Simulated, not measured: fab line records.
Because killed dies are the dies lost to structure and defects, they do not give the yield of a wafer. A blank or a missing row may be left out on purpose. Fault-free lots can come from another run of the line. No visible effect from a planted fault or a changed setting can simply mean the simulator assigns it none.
Chamber matching || flow n5Finfet || aldMetal-01 running N5_BEOL_M4_ALD_84: 4 sister chambers
The step deposits TaN, pulse time 2 s, purge time 3 s, co reactant purge time 2 s. 7 wafers are shown with their chamber, then 8 later ones without.

== WAFERS WITH THEIR CHAMBER ==
{"wafer": "L074.2", "chamber": 1, "heaterPowerOuterW (W)": 240, "heaterPowerW (W)": 420}
{"wafer": "L077.6", "chamber": 2, "heaterPowerOuterW (W)": 214, "heaterPowerW (W)": 391}
{"wafer": "L083.6", "chamber": 2, "heaterPowerOuterW (W)": 216, "heaterPowerW (W)": 402}
{"wafer": "L085.4", "chamber": 3, "heaterPowerOuterW (W)": 230, "heaterPowerW (W)": 429}
{"wafer": "L085.5", "chamber": 3, "heaterPowerOuterW (W)": 227, "heaterPowerW (W)": 429}
{"wafer": "L085.6", "chamber": 0, "heaterPowerOuterW (W)": 245, "heaterPowerW (W)": 423}
{"wafer": "L088.1", "chamber": 0, "heaterPowerOuterW (W)": 251, "heaterPowerW (W)": 423}

== WAFERS WITH NO CHAMBER GIVEN ==
{"wafer": "L088.2", "heaterPowerOuterW (W)": 228, "heaterPowerW (W)": 432}
{"wafer": "L088.6", "heaterPowerOuterW (W)": 228, "heaterPowerW (W)": 422}
{"wafer": "L086.1", "heaterPowerOuterW (W)": 248, "heaterPowerW (W)": 416}
{"wafer": "L086.3", "heaterPowerOuterW (W)": 219, "heaterPowerW (W)": 420}
{"wafer": "L086.4", "heaterPowerOuterW (W)": 237, "heaterPowerW (W)": 417}
{"wafer": "L090.3", "heaterPowerOuterW (W)": 212, "heaterPowerW (W)": 409}
{"wafer": "L090.4", "heaterPowerOuterW (W)": 229, "heaterPowerW (W)": 431}
{"wafer": "L090.6", "heaterPowerOuterW (W)": 215, "heaterPowerW (W)": 395}

== THE CHAMBER EACH PASSED THROUGH ==
{"wafer": "L088.2", "from the rows above": 3, "in truth": 3}
{"wafer": "L088.6", "from the rows above": 3, "in truth": 3}
{"wafer": "L086.1", "from the rows above": "can't be placed: 0 or 1", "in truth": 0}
{"wafer": "L086.3", "from the rows above": "can't be placed: 3 or 2", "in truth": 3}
{"wafer": "L086.4", "from the rows above": 1, "in truth": 1}
{"wafer": "L090.3", "from the rows above": 2, "in truth": 2}
{"wafer": "L090.4", "from the rows above": 3, "in truth": 3}
{"wafer": "L090.6", "from the rows above": 2, "in truth": 2}
Correctly placed: 6 of 8. Cannot be placed on the basis of these rows: 2; the candidates contain the true chamber in 2. 0 placed wrongly.
How it was worked out, from the rows above alone: a wafer's distance from a chamber is the root of the sum, over the readings, of the square of ((its reading less the chamber's mean) divided by the reading's scatter). If the next closest chamber is less than 2 further off than the closest, the wafer can't be placed; otherwise it belongs to the closest. The mean given for a chamber averages the wafers shown for that chamber. The scatter: take each reading less its chamber's mean, square it, sum over the shown wafers, divide by the number of wafers less the number of chambers, and take the root.
